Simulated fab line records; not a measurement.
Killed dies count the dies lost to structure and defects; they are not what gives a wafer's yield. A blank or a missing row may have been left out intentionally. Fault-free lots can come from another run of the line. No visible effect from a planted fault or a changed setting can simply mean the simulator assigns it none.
Struck lot and sound lot, side by side / flow n5Finfet / 37 out of 1938 route steps
Sound: wafers L358.1, L358.4, L358.5. Struck: wafer L369.1 (left out: L369.4, L369.6 of the same lot, which were not struck); the cause appears at the end.
At each step with rows: each side's tool, then ch and its chambers, then its first start. Under that, the readings that differ: sound wafers / struck wafers / difference of the means / sigmas: that difference in standard deviations of wafers without a fault.
alike: a reading whose means differ by less than 2 such deviations, as well as words and numbers matching on both sides. not compared: withheld readings; readings where some wafer has no value; bounds like >300 that might hide an equal value; numbers whose values overlap and for which the record gives no deviation.
Wherever a step has rows on one side only, a row that says differs or no value, or a row with sigmas, the two part there. When numbers do not overlap yet have no deviation, they are printed without sigmas and do not part them. A reading that every wafer of one side lacks parts them only if that side has two wafers or more.

first, 9 steps without rows for these wafers: N5_WELL_APT_DESCUM_30 (chemistry O2, time 7.9 s); N5_WELL_APT_IMPLANT_31; N5_WELL_APT_IMPLANT_32; N5_WELL_APT_STRIP_33 (strips in SPM, time 900 s); N5_WELL_APT_RTA_34 (time 10 s); N5_WELL_APT_OXIDE_STRIP_42 (strips SiO2 in dHF, time 45 s, target depth 12 nm); N5_WELL_APT_PRECLEAN_36 (cleans in O3/DIW, time 45 s); N5_WELL_APT_PRECLEAN_39 (cleans in dHF, time 60 s); N5_WELL_APT_SRD_37 (time 30 s).
N5_WELL_APT_EPI_41: deposits Si from SiH4/H2, target thk 50 nm, time 297.7 s.
  sound on epiRpcvd-04 ch 0, day 2 16:20; struck on epiRpcvd-01 ch 0, day 5 10:58
reading=model.Si_of_WELL_APT_EPI_41.thkNm (nm); sound=50.11 49.91 49.51; struck=45.51; difference=-4.33; sigmas=
  alike: susceptorTempC, throttleValvePct
then, 24 steps without rows for these wafers: N5_PMOS_HMC_CHANNEL_EPI_HM_DEP_34 (deposits SiO2 from TEOS/O2, target thk 36 nm, time 6.9 s); N5_PMOS_HMC_CHANNEL_EPI_COAT_31 (time 60 s, resist thk 66 nm); N5_PMOS_HMC_CHANNEL_EPI_COAT_03 (resist thk 205 nm); N5_PMOS_HMC_CHANNEL_EPI_EBR_05; N5_PMOS_HMC_CHANNEL_EPI_SOFTBAKE_04 (time 60 s); N5_PMOS_HMC_CHANNEL_EPI_EXPOSE_06 (exposes mask PMOS HMC BLK, target cd 240 nm); N5_PMOS_HMC_CHANNEL_EPI_PEB_07 (peb time 60 s); N5_PMOS_HMC_CHANNEL_EPI_DEVELOP_08 (develop time 30 s); N5_PMOS_HMC_CHANNEL_EPI_DESCUM_14 (chemistry O2, time 7.9 s); N5_PMOS_HMC_CHANNEL_EPI_ETCH_32 (etches BARC in N2/H2, stops on SiO2, target depth 85.8 nm, time 50.3 s); N5_PMOS_HMC_CHANNEL_EPI_HM_OPEN_15 (chemistry CHF3/O2, target SiO2, target depth 40.6 nm, time 20.3 s); N5_PMOS_HMC_CHANNEL_EPI_STRIP_33 (strips in N2/H2); N5_PMOS_HMC_CHANNEL_EPI_STRIP_17 (strips in SPM, time 750 s); N5_PMOS_HMC_CHANNEL_EPI_ETCH_38 (etches SiO2 in CF4, target depth 1.5 nm); N5_PMOS_HMC_CHANNEL_EPI_FIN_RECESS_16 (chemistry HBr/Cl2, target Si, target depth 54 nm, time 18 s); N5_PMOS_HMC_CHANNEL_EPI_PRECLEAN_36 (cleans in O3/DIW, time 45 s); N5_PMOS_HMC_CHANNEL_EPI_PRECLEAN_18 (cleans in DHF, time 30 s); N5_PMOS_HMC_CHANNEL_EPI_SRD_19 (time 30 s); N5_PMOS_HMC_CHANNEL_EPI_EPI_20 (deposits SiGe30, target thk 59 nm); N5_PMOS_HMC_CHANNEL_EPI_HM_STRIP_35 (strips SiO2 in dHF, material SiO2, target depth 39.6 nm, time 216 s); N5_PMOS_HMC_CHANNEL_EPI_SRD_39 (time 30 s); N5_PMOS_HMC_CHANNEL_EPI_CMP_21 (polishes SiGe30, target thk 54 nm); N5_PMOS_HMC_CHANNEL_EPI_PRECLEAN_40 (cleans in DHF, time 30 s); N5_PMOS_HMC_CHANNEL_EPI_PRECLEAN_37 (cleans in O3/DIW, time 45 s).
N5_SD_EPI_N_STRIP_18: strips in SPM, time 750 s.
  sound on wetBench-01 ch 2,5,7, day 4 01:18; struck on wetBench-05 ch 4, day 7 02:00
reading=model.Si_of_WELL_APT_EPI_41.thkNm (nm); sound=8.8 9 6.8; struck=4.6; difference=-3.6; sigmas=
-- the record jumps here: 7 days lie between the struck wafers' starts before and after (it left off in module SD_EPI_N and takes up again in module BEOL_M4, whose first step shown is number 1111 of the route) --
N5_BEOL_M4_RC_MEAS_101:
  sound on prober-02 ch 0, day 10 23:32; struck on prober-02 ch 0, day 13 21:53
reading=CJ_N; sound=4.28 4.21 4.43; struck=4.66; difference=+0.35; sigmas=+4
reading=IOFF_P (nA/um); sound=0.17 0.19 0.22; struck=0.30; difference=+0.11; sigmas=+3
reading=SS_P (mV/dec); sound=72.1 72.9 73.1; struck=74.1; difference=+1.4; sigmas=+3
  alike: CJ_P, DIBL_N, DIBL_P, IOFF_N, ION_N, ION_P, SS_N, VT_N, VT_P
then, 1 step without rows for these wafers: N5_PASSIVATION_PROBE_49.

WHERE THEY PART
N5_BEOL_M4_RC_MEAS_101 only, going by this record.

WHY: what the simulator had put in
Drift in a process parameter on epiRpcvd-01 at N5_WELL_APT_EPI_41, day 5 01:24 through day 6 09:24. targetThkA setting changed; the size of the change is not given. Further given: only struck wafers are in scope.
